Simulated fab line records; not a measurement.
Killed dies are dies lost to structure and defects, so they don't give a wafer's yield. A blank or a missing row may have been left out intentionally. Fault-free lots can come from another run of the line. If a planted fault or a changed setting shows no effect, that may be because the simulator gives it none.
A struck lot beside a sound one -- flow n5Finfet -- 16 out of 1938 route steps
Sound: these wafers, L954.1, L954.2, L954.4. Struck: wafer L951.5. (L951.4, L951.6 of the same lot were not struck and are left out.) The cause comes at the end.
Per side, at each step with rows, come the tool, then ch with its chambers, and then its first start. Under that, the readings that differ: sound wafers -- struck wafers -- difference of the means -- sigmas: that difference in standard deviations of wafers without a fault.
alike: a reading whose means differ by less than 2 such deviations, as well as words and numbers matching on both sides. not compared: withheld readings; readings where some wafer has no value; bounds like >300 that might hide an equal value; numbers whose values overlap and for which the record gives no deviation.
Wherever a step has rows on one side only, a row that says differs or no value, or a row with sigmas, the two part there. When numbers do not overlap yet have no deviation, they are printed without sigmas and do not part them. A reading that every wafer of one side lacks parts them only if that side has two wafers or more.

first, 8 steps without rows for these wafers: N5_BEOL_M13_COAT_58 (time 60 s, resist thk 89 nm); N5_BEOL_M13_COAT_04 (resist thk 400 nm); N5_BEOL_M13_EBR_06; N5_BEOL_M13_SOFTBAKE_05 (time 60 s); N5_BEOL_M13_EXPOSE_07 (exposes mask V12); N5_BEOL_M13_PEB_08 (peb time 90 s); N5_BEOL_M13_DEVELOP_09 (develop time 45 s); N5_BEOL_M13_HARDBAKE_14 (time 120 s).
N5_BEOL_M13_CD_MEAS_10: the cd target is 190 nm.
  sound on cdSem-01 ch 0, day 15 05:45; struck on cdSem-02 ch 0, day 14 09:33
  alike: cdNm
N5_BEOL_M13_OVL_MEAS_11:
  sound on overlay-02 ch 0, day 15 05:47; struck on overlay-02 ch 0, day 14 09:35
  alike: V12_OVL
N5_BEOL_M13_INSPECT_12: inspects for defects (macro).
  sound on defectInspect-01, day 15 05:48; struck on defectInspect-02, day 14 09:37
  alike: rawDefectCount
N5_BEOL_M13_DESCUM_15: chemistry O2, time 7.9 s.
  sound on rieDiel-06 ch 0,2, day 15 05:50; struck on rieDiel-01 ch 2, day 14 09:38
reading,sound,struck,difference,sigmas
rfVppV (V),242.7 243.2 242.2,240.4,-2.3,-2
  alike: drypumpMotorCurrentA, oesProductAu, showerheadPlenumPTorr, throttleValvePct
  not compared: rfHoursCounterH
N5_BEOL_M13_ETCH_59: etches BARC in N2/H2, target depth 89 nm, overetch 26.7 nm, time 67.9 s.
  sound on rieDiel-06 ch 0,2, day 15 05:52; struck on rieDiel-01 ch 2, day 14 09:40
reading,sound,struck,difference,sigmas
biasW (W),150.0 149.6 150.0,150.8,+0.9,+2
model.coat_of_BEOL_M13_COAT_04.thkNm (nm),319.4 315 316.8,328,+11,
  alike: drypumpMotorCurrentA, oesProductAu, rfVppV, showerheadPlenumPTorr, throttleValvePct
  not compared: rfHoursCounterH
N5_BEOL_M13_VIA_ETCH_16: etches SiOC in C4F8/O2/Ar, target depth 921.7 nm.
  sound on rieDiel-06 ch 0,2, day 15 05:55; struck on rieDiel-01 ch 2, day 14 09:43
  alike: biasW, drypumpMotorCurrentA, oesProductAu, rfVppV, showerheadPlenumPTorr, throttleValvePct
  not compared: model.coat_of_BEOL_M13_COAT_04.thkNm
N5_BEOL_M13_STRIP_63: strips in N2/H2.
  sound on plasmaAsher-01 ch 0,1, day 15 06:10; struck on plasmaAsher-02 ch 0, day 14 09:59
  alike: drypumpMotorCurrentA, heaterPowerW, oesProductAu, stripTimeToEndpointS
  not compared: rfHoursCounterH
N5_PASSIVATION_PROBE_49:
  the record has rows for the sound wafers here (prober-02, day 16 08:36) and none for the struck ones

## WHERE THEY PART
First at N5_BEOL_M13_DESCUM_15; last, within this record, at N5_PASSIVATION_PROBE_49.

WHY: what had been put in by the simulator
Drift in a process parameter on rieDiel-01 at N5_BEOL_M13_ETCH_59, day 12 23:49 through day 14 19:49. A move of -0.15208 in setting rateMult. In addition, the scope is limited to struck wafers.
